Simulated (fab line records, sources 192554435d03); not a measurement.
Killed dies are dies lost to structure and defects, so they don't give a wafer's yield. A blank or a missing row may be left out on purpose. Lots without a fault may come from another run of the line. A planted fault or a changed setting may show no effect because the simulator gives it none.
One fault seen from 3 desks | flow n5_finfet | each desk has only its own numbers; what lay behind them comes last

THE METROLOGY DESK
What the gauges read, lot by lot, whatever tool the lot ran on: means of the sampled wafers that have a number. A lot is out of limits, marked OUT, if its mean lies more than 4 standard deviations from the usual mean; the brackets give that distance. Of its 12 readings 7 are shown: those that lie furthest out on some lot.
Columns: A = cd_nm at N5_FIN_CUT_CD_MEAS_08, usual 29.10 nm; B = DIBL_N at N5_BEOL_M4_RC_MEAS_101, usual 36.5 mV/V; C = DIBL_P at N5_BEOL_M4_RC_MEAS_101, usual 36.5 mV/V; D = IOFF_P at N5_BEOL_M4_RC_MEAS_101, usual 0.21 nA/um; E = SS_N at N5_BEOL_M4_RC_MEAS_101, usual 71.6 mV/dec; F = SS_P at N5_BEOL_M4_RC_MEAS_101, usual 73.4 mV/dec; G = VT_P at N5_BEOL_M4_RC_MEAS_101, usual -250.5 mV
lot  | first seen here | A     | B    | C    | D    | E    | F    | G
L320 | day 3 03:37     | 29.00 | 37.2 | 36.4 | 0.21 | 71.5 | 73.5 | -251.8
L322 | day 3 15:33     | 29.26 | 37.2 | 35.5 | 0.23 | 71.6 | 73.5 | -248.8
L325 | day 4 09:12     | 28.81 | 34.3 | 35.0 | 0.18 | 71.3 | 72.7 | -250.1
L330 | day 5 16:05     | 29.29 | 39.5 | 39.6 | 0.27 | 72.8 | 73.9 | -249.2
L333 | day 6 09:12     | 28.90 | 35.2 | 33.5 | 0.17 | 71.3 | 72.9 | -254.1
L339 | day 7 21:01     | 29.20 | 37.8 | 39.6 | 0.21 | 71.8 | 74.4 | -253.3
This desk's finding: nothing out of limits on any of the 6 lots.

THE TOOL OWNER'S DESK: rie_diel-03
The tool's own readings at N5_FIN_CUT_ETCH_21 (etches SOC in N2/H2, target depth 219 nm, overetch 43.8 nm, time 523.5 s): means of the sampled wafers that have a number, for each lot that ran on this tool. A lot is out of limits, marked OUT, if its mean lies more than 4 standard deviations from the usual mean; the brackets give that distance.
Columns: A = bias_w at N5_FIN_CUT_ETCH_21, usual 61.01 W; B = chamber_pressure_mTorr at N5_FIN_CUT_ETCH_21, usual 29.996 mTorr; C = drypump_motor_current_A at N5_FIN_CUT_ETCH_21, usual 5.8 A; D = oes_product_au at N5_FIN_CUT_ETCH_21, usual 0.70 a.u.; E = rf_vpp_V at N5_FIN_CUT_ETCH_21, usual 240.8 V; F = showerhead_plenum_p_Torr at N5_FIN_CUT_ETCH_21, usual 2.55 Torr; G = throttle_valve_pct at N5_FIN_CUT_ETCH_21, usual 17.8 %
lot  | first seen here | A               | B      | C   | D    | E                | F    | G
L322 | day 3 15:56     | 57.89 (-16) OUT | 30.012 | 5.7 | 0.68 | 233.7 (-5.1) OUT | 2.55 | 17.8
L325 | day 4 09:25     | 57.82 (-17) OUT | 30.023 | 5.9 | 0.67 | 234.5 (-4.5) OUT | 2.59 | 17.7
L339 | day 7 21:14     | 60.94           | 30.005 | 6.1 | 0.66 | 240.8            | 2.58 | 17.7
This desk's finding: out of limits on L322, L325; first on L322, day 3 15:56 (bias_w at N5_FIN_CUT_ETCH_21). In limits: L339.

THE DEFECT DESK
What the inspections along the route counted, lot by lot: means of the sampled wafers that have a number. A lot is out of limits, marked OUT, if its mean lies more than 4 standard deviations from the usual mean; the brackets give that distance.
Columns: A = raw_defect_count at N5_FIN_CUT_INSPECT_10, usual 43
lot  | first seen here | A
L320 | day 3 03:42     | 37
L322 | day 3 15:38     | 56
L325 | day 4 09:17     | 37
L330 | day 5 16:11     | 49
L333 | day 6 09:17     | 36
L339 | day 7 21:06     | 44
This desk's finding: nothing out of limits on any of the 6 lots.

PUT TOGETHER
The tool owner's desk could have raised an alarm at day 3 15:56, on L322, L325.
The metrology desk saw nothing out of limits.
The defect desk saw nothing out of limits.
The metrology desk has L322, L325 on record, within its limits.
The defect desk has L322, L325 on record, within its limits.
Of the lots named, all ran N5_FIN_CUT_ETCH_21 on rie_diel-03.

WHAT THE SIMULATOR HAD PUT IN
Process parameter drift: rie_diel-03, from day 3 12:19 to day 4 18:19, at N5_FIN_CUT_ETCH_21. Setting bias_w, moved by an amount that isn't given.
Lots struck among those shown: L322, L325.
Hours from the fault's start to each desk's first reading out of limits: the tool owner's desk, 4.
